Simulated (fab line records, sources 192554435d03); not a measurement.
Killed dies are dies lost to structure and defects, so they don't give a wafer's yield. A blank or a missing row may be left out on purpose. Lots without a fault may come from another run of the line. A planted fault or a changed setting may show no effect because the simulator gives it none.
Chamber matching | flow n5_finfet | N5_HKMG_FIN_HK_ALD_01 on ald_hk-01: 4 sister chambers
The step deposits HfO2, target thk 1.6 nm, pulse time 3 s, purge time 3 s. 4 wafers are shown with their chamber, then 8 later ones without.

WAFERS WITH THEIR CHAMBER
wafer  | chamber | precursor_pulse_height_rel
L480.4 | 1       | 0.993
L481.1 | 2       | 0.995
L481.2 | 3       | 0.993
L481.3 | 0       | 1.008

WAFERS WITHOUT THEIR CHAMBER
wafer  | precursor_pulse_height_rel
L489.1 | 0.988
L489.6 | 0.998
L492.1 | 1.007
L492.2 | 0.980
L492.4 | 1.019
L493.2 | 1.002
L493.4 | 0.988
L493.5 | 1.010

WHICH CHAMBER EACH WENT THROUGH
wafer  | from the rows above               | in truth
L489.1 | can't be placed: 1 or 3 or 2      | 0
L489.6 | can't be placed: 2 or 1 or 3 or 0 | 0
L492.1 | can't be placed: 0 or 2 or 1 or 3 | 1
L492.2 | can't be placed: 1 or 3 or 2      | 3
L492.4 | can't be placed: 0 or 2           | 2
L493.2 | can't be placed: 0 or 2 or 1 or 3 | 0
L493.4 | can't be placed: 1 or 3 or 2      | 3
L493.5 | can't be placed: 0 or 2           | 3
Placed correctly: 0 of 8. Can't be placed from these rows: 8 (the true chamber is among the candidates in 6). Placed wrongly: 0.
How it was worked out, from the rows above alone: a wafer's distance from a chamber is the root of the sum, over the readings, of the square of ((its reading less the chamber's mean) divided by the reading's scatter). The wafer belongs to the nearest chamber; if the next one is less than 2 further off, it can't be placed. A chamber's mean is the mean of its shown wafers. The scatter: with one shown wafer a chamber, the root of the mean of the squares of how far each hidden wafer lies from its nearest shown one.
